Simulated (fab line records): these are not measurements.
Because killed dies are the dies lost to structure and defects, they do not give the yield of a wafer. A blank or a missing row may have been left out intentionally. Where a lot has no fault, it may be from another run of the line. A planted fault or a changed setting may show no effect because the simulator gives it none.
Matching of chambers	flow nand harc	NHARC_A_BONDPAD_CMP_29 on cmp-02 has 4 sister chambers
The step polishes SiCN, target thk 200 nm. 4 wafers are shown with their chamber, then 7 later ones without.

## WAFERS, EACH WITH ITS CHAMBER
wafer	chamber	motor current A (A)
L076.2	1	12.6
L082.1	2	11.3
L082.4	0	11.3
L085.5	3	12.9

## WAFERS MISSING THEIR CHAMBER
wafer	motor current A (A)
L085.6	11.4
L086.2	11.9
L086.4	13.3
L086.5	11.3
L088.3	12.8
L088.4	11.2
L088.6	12.2

## EACH ONE'S CHAMBER
wafer	from the rows above	in truth
L085.6	can't be placed: 0 or 2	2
L086.2	can't be placed: 0 or 2 or 1 or 3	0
L086.4	can't be placed: 3 or 1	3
L086.5	can't be placed: 0 or 2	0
L088.3	can't be placed: 3 or 1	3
L088.4	can't be placed: 0 or 2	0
L088.6	can't be placed: 1 or 3 or 0 or 2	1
0 of 7 placed correctly. Can't be placed from these rows: 7 (the true chamber is among the candidates in 7). Number placed wrongly: 0.
How it was worked out, from the rows above alone: a wafer's distance from a chamber is the root of the sum, over the readings, of the square of ((its reading less the chamber's mean) divided by the reading's scatter). If the next closest chamber is less than 2 further off than the closest, the wafer can't be placed; otherwise it belongs to the closest. For every chamber, the mean is computed from those of its wafers that are shown. The scatter: with one shown wafer a chamber, the root of the mean of the squares of how far each hidden wafer lies from its nearest shown one.
